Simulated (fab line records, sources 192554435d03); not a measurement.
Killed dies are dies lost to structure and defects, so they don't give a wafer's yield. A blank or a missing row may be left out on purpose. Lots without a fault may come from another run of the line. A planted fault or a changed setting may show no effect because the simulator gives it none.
Chamber matching | flow n5_finfet | N5_BEOL_M11_CURE_72 on uv_cure-03: 3 sister chambers
The step cures SiCOH lowk, time 120 s. 3 wafers are shown with their chamber, then 12 later ones without.

WAFERS WITH THEIR CHAMBER
wafer  | chamber | wafer_temp_C_max
L077.4 | 1       | 372.2
L088.5 | 0       | 371.6
L086.5 | 2       | 371.8

WAFERS WITHOUT THEIR CHAMBER
wafer  | wafer_temp_C_max
L087.1 | 372.1
L087.2 | 371.6
L087.5 | 371.5
L089.2 | 371.6
L089.3 | 371.3
L089.5 | 371.7
L091.2 | 371.8
L091.4 | 373.0
L091.6 | 372.0
L093.1 | 372.2
L093.2 | 371.9
L093.6 | 371.8

WHICH CHAMBER EACH WENT THROUGH
wafer  | from the rows above          | in truth
L087.1 | can't be placed: 1 or 2 or 0 | 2
L087.2 | can't be placed: 0 or 2      | 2
L087.5 | can't be placed: 0 or 2      | 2
L089.2 | can't be placed: 0 or 2      | 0
L089.3 | can't be placed: 0 or 2      | 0
L089.5 | can't be placed: 0 or 2 or 1 | 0
L091.2 | can't be placed: 2 or 0 or 1 | 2
L091.4 | can't be placed: 1 or 2      | 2
L091.6 | can't be placed: 1 or 2 or 0 | 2
L093.1 | can't be placed: 1 or 2      | 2
L093.2 | can't be placed: 2 or 0 or 1 | 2
L093.6 | can't be placed: 2 or 0 or 1 | 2
Placed correctly: 0 of 12. Can't be placed from these rows: 12 (the true chamber is among the candidates in 12). Placed wrongly: 0.
How it was worked out, from the rows above alone: a wafer's distance from a chamber is the root of the sum, over the readings, of the square of ((its reading less the chamber's mean) divided by the reading's scatter). The wafer belongs to the nearest chamber; if the next one is less than 2 further off, it can't be placed. A chamber's mean is the mean of its shown wafers. The scatter: with one shown wafer a chamber, the root of the mean of the squares of how far each hidden wafer lies from its nearest shown one.
